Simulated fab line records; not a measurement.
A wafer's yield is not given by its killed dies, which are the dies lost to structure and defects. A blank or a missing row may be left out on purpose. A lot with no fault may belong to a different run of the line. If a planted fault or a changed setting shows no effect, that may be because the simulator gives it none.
Problem report, 8D (eight disciplines) form, completed by code :: flow n5_finfet :: the parts of the form that need people (team, actions taken, sign-off) are left out

1. WHAT IS WRONG
CJ_N at N5_BEOL_M4_RC_MEAS_101 reads a mean of 3.80 on 1 wafer of 1 lot; wafers without a fault read 4.37 with a standard deviation of 0.099. That is -5.8 standard deviations from the usual mean.
First seen on wafer L185.2, day 12 12:45, on prober-02. The record holds 31 wafers of 12 lots with a number at this step. Rule for "out", or "out of limits": more than 4 standard deviations from the usual mean. The rest of the wafers with a number are treated as sound.

2. WHAT IT IS, AND WHAT IT ISN'T
question: which readings at this step
is: CJ_N
is not: DIBL_N, DIBL_P, IOFF_N, IOFF_P, ION_N, ION_P, SS_N, SS_P, VT_N, VT_P

question: which lots
is: L185
is not: L168, L169, L170, L171, L172, L173, L174, L176, L182, L186, L188

question: which wafers of those lots
is: L185.2
is not: L185.1, L185.4

question: read on which gauges
is: prober-02
is not: prober-01

question: when
is: from day 12 12:45
is not: up to then (26 sound wafers); but 4 sound wafers of L186, L188 came after

3. SUSPECTS, AND WHAT RULES EACH OUT
Counting: a tool at a process step up to the reading stays a suspect if it ran every lot that is out. Sound lots after the first of them don't rule it out here, since some wafers of a struck lot are sound.
- the gauge at N5_BEOL_M4_RC_MEAS_101: kept. All the wafers that are out were read on prober-02, and no step on other tools shows them out.
- epi_rpcvd-04 at N5_PMOS_HMC_CHANNEL_EPI_EPI_26 (deposits Si from SiH4/H2, target thk 3.8 nm, time 22.7 s): kept. L185, the lot that is out, went through it at day 6 02:08; up to then, the latest sound lot through it was L173 at day 3 01:53.
- rtp_anneal-02 at N5_BEOL_M4_ANNEAL_51 (time 90 s): kept. L185, the lot that is out, went through it at day 12 11:49; up to then, the latest sound lot through it was L182 at day 11 04:44.
- cvd_co-02 at N5_BEOL_M4_CO_CAP_55 (material Co, precursor CCTBA/H2, target thk 2 nm, time 102.1 s): kept. L185, the lot that is out, went through it at day 12 12:29; up to then, the latest sound lot through it was L176 at day 10 06:36.
- At N5_BEOL_M4_CO_CAP_55, inside cvd_co-02: chamber 1 took the wafers that are out, while their sound lot-mates went through chambers 0, 2.
Left after counting: epi_rpcvd-04 at N5_PMOS_HMC_CHANNEL_EPI_EPI_26, rtp_anneal-02 at N5_BEOL_M4_ANNEAL_51, cvd_co-02 at N5_BEOL_M4_CO_CAP_55, prober-02 at N5_BEOL_M4_RC_MEAS_101.

4. THE CAUSE (what the simulator had put in)
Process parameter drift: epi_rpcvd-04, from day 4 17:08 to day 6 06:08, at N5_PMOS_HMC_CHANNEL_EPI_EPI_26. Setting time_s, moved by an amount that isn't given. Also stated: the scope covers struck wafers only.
Counting left 4 suspects, and this tool is among them.

5. SEQUENCE OF EFFECTS, ordered by route
Rows list readings where the struck wafers' mean (over those with a number) sits beyond 3 standard deviations from the usual. Only readings for which the record gives a usual standard deviation are gone through. hours: the time from each lot's start at the first step in this table that gives one to its start at this step, as a median over the lots. sigmas: the change in usual standard deviations.
hours: 0
step: N5_BEOL_M4_RC_MEAS_101
reading: CJ_N
usual: 4.37
on struck wafers: 3.80
change: -0.57
sigmas: -5.8

6. HOW IT WOULD HAVE BEEN CAUGHT EARLIER
188 hours passed between the start of the fault at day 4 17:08 and the first reading out of limits at a measuring or inspecting step in this record, taken at day 12 12:45.
No tool reading at N5_PMOS_HMC_CHANNEL_EPI_EPI_26 that has a usual standard deviation in the record was out on any struck wafer, so an alarm limit of 4 standard deviations on those readings would not have fired.
All the lots that are out (1) had begun N5_PMOS_HMC_CHANNEL_EPI_EPI_26 on epi_rpcvd-04 by day 12 12:45. Tool hold at that time: it would have spared none of them.
